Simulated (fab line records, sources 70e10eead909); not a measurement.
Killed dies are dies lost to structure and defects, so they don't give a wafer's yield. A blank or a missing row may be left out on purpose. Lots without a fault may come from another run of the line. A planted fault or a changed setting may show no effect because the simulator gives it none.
A struck lot beside a sound one | flow nand_harc | 42 steps out of a route of 1159
Sound: wafers L864.2, L864.3, L864.4. Struck: wafer L874.6. (L874.2, L874.4 of the same lot were not struck and are left out.) The cause comes at the end.
At each step with rows: each side's tool, then ch and its chambers, then its first start. Under that, the readings that differ: sound wafers | struck wafers | difference of the means | sigmas: that difference in standard deviations of wafers without a fault.
alike: readings whose means differ by less than 2 such deviations, and words and numbers that are the same on both sides. not compared: withheld readings, readings that some wafer has no value for, bounds like >300 that may hide the same value, and numbers for which the record gives no deviation and whose values overlap.
The two part at a step that has a row with sigmas, a row that says differs or no value, or rows on one side only. Numbers that don't overlap but have no deviation are shown without sigmas and don't part them. A reading that every wafer of one side lacks parts them only if that side has two wafers or more.

first, 4 steps without rows for these wafers: NHARC_HYBRID_BOND_PRECLEAN_01 (cleans in DIW, time 300 s); NHARC_HYBRID_BOND_SRD_02 (time 30 s, dry time 20 s); NHARC_HYBRID_BOND_BOND_03; NHARC_HYBRID_BOND_ANNEAL_04 (time 7200 s).
NHARC_HYBRID_BOND_OVL_MEAS_05:
  sound on overlay-02, day 19 09:36; struck on overlay-02, day 22 16:41
  alike: overlay_x_nm, overlay_y_nm
NHARC_HYBRID_BOND_INSPECT_06: inspects for defects (ir void).
  sound on defect_inspect-02, day 19 09:39; struck on defect_inspect-02, day 22 16:46
  alike: raw_defect_count
then, 2 steps without rows for these wafers: NHARC_THIN_TSV_GRIND_00; NHARC_THIN_TSV_CMP_01 (polishes).
NHARC_THIN_TSV_THK_MEAS_02: measures by ir.
  sound on film_metro-02, day 19 11:17; struck on film_metro-02, day 22 20:45
  alike: thk_nm
then, 3 steps without rows for these wafers: NHARC_THIN_TSV_SRD_03; NHARC_THIN_TSV_PRECLEAN_41 (cleans in SC1); NHARC_THIN_TSV_SRD_42.
NHARC_THIN_TSV_DEP_43: deposits SiO2, target thk 1328.5 nm.
  sound on pecvd-03 ch 0,1,2, day 19 11:31; struck on pecvd-04 ch 2, day 22 21:04
  reading                | sound          | struck | difference | sigmas
  throttle_valve_pct (%) | 15.4 16.0 16.0 | 17.3   | +1.5       | +2
  alike: flow_sccm, rf_fwd_power_W
then, 8 steps without rows for these wafers: NHARC_THIN_TSV_DEHYDRATE_04 (time 120 s); NHARC_THIN_TSV_HMDS_05 (time 30 s); NHARC_THIN_TSV_COAT_06; NHARC_THIN_TSV_SOFTBAKE_07 (time 95 s); NHARC_THIN_TSV_EBR_08; NHARC_THIN_TSV_EXPOSE_09 (exposes mask TSV); NHARC_THIN_TSV_PEB_10 (peb time 85 s); NHARC_THIN_TSV_DEVELOP_11 (time 70 s).
NHARC_THIN_TSV_CD_MEAS_12: target cd 1000 nm.
  sound on cd_sem-03 ch 0, day 19 12:20; struck on cd_sem-02 ch 0, day 22 21:49
  alike: cd_nm
then, 1 step without rows for these wafers: NHARC_THIN_TSV_HARDBAKE_13 (time 80 s).
NHARC_THIN_TSV_DESCUM_14: chemistry O2, time 3 s.
  sound on rie_diel-06 ch 0,3, day 19 12:30; struck on rie_diel-06 ch 3, day 22 21:59
  alike: drypump_motor_current_A, o2_flow_sccm, oes_product_au, rf_vpp_V, showerhead_plenum_p_Torr, throttle_valve_pct
  not compared: rf_hours_counter_h
NHARC_THIN_TSV_ETCH_44: etches the open film in CF4/O2, target depth 1594.2 nm, time 797.1 s.
  sound on rie_diel-06 ch 0,1, day 19 12:36; struck on rie_diel-06 ch 1, day 22 22:04
  reading                | sound                | struck | difference | sigmas
  throttle_valve_pct (%) | 16.924 16.905 16.915 | 16.897 | -0.018     | -2
  alike: drypump_motor_current_A, o2_flow_sccm, oes_product_au, rf_fwd_power_W, rf_vpp_V, showerhead_plenum_p_Torr
  not compared: rf_hours_counter_h
then, 1 step without rows for these wafers: NHARC_THIN_TSV_ETCH_15 (target depth 3000 nm, bosch target overetch cycles 2, bosch etch step 2.8 s).
NHARC_THIN_TSV_CD_MEAS_16:
  sound on cd_sem-01, day 19 13:26; struck on cd_sem-01, day 22 22:46
  alike: cd_nm
then, 2 steps without rows for these wafers: NHARC_THIN_TSV_STRIP_45 (strips in O2); NHARC_THIN_TSV_STRIP_46 (strips in post etch residue remover, time 1200 s).
NHARC_THIN_TSV_DEP_47: deposits SiO2, target thk 200 nm.
  sound on pecvd-02 ch 0,1, day 19 14:24; struck on pecvd-04 ch 1, day 22 23:41
  alike: flow_sccm, rf_fwd_power_W, throttle_valve_pct
NHARC_THIN_TSV_ETCHBACK_48: etches the open film in C4F8/Ar, target depth 1028.5 nm, time 405.17 s.
  sound on rie_diel-03 ch 0,1,2, day 19 14:52; struck on rie_diel-03 ch 3, day 23 00:10
  alike: oes_product_au, rf_fwd_power_W, rf_vpp_V
  not compared: rf_hours_counter_h
then, 1 step without rows for these wafers: NHARC_THIN_TSV_STRIP_62 (strips in N2/H2, time 20 s).
NHARC_THIN_TSV_DEGAS_49: time 120 s.
  sound on pvd_sputter-02, day 19 15:24; struck on pvd_sputter-01, day 23 00:50
  alike: heater_power_w
then, 8 steps without rows for these wafers: NHARC_THIN_TSV_PRE_CLEAN_50 (time 30 s); NHARC_THIN_TSV_PVD_19 (deposits TaN, target thk 20 nm); NHARC_THIN_TSV_PVD_51 (deposits Cu, target thk 100 nm); NHARC_THIN_TSV_ECD_20 (material Cu, target thk 2000 nm); NHARC_THIN_TSV_ANNEAL_52 (time 90 s); NHARC_THIN_TSV_CMP_21 (polishes, t overpolish 30 s, target thk 2000 nm); NHARC_THIN_TSV_SRD_23; NHARC_THIN_TSV_DEGAS_53 (time 60 s).
NHARC_END_SORT_01:
  sound on prober-02 ch 0, day 20 10:19; struck on prober-02 ch 0, day 23 14:23
  reading                  | sound          | struck | difference | sigmas
  defect_limited_yield (%) | 93.8 94.1 95.9 | 7.5    | -87.1      | -73
  killed_at_other          | 1 1 0          | 587    | +586       | +99 or more
  killed_dies              | 42 40 28       | 626    | +589       | +74
  sort_bin_2_pct (%)       | 1.8 2.1 1.3    | 88.6   | +86.9      | +99 or more
  sort_n_pass              | 635 637 649    | 51     | -589       | -74
  sort_rim_yield_pct (%)   | 91.5 95.3 92.5 | 0      | -93        | -34
  sort_yield_pct (%)       | 93.8 94.1 95.9 | 7.5    | -87.1      | -73
  alike: killed_at_array, killed_at_periphery, killed_open, killed_short, sort_bin_3_pct, sort_bin_4_pct

WHERE THEY PART
First at NHARC_THIN_TSV_DEP_43; last, within this record, at NHARC_END_SORT_01.

WHY: what the simulator had put in
Process parameter drift: pecvd-04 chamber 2, from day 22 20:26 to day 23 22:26, at NHARC_THIN_TSV_DEP_43. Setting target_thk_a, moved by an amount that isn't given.
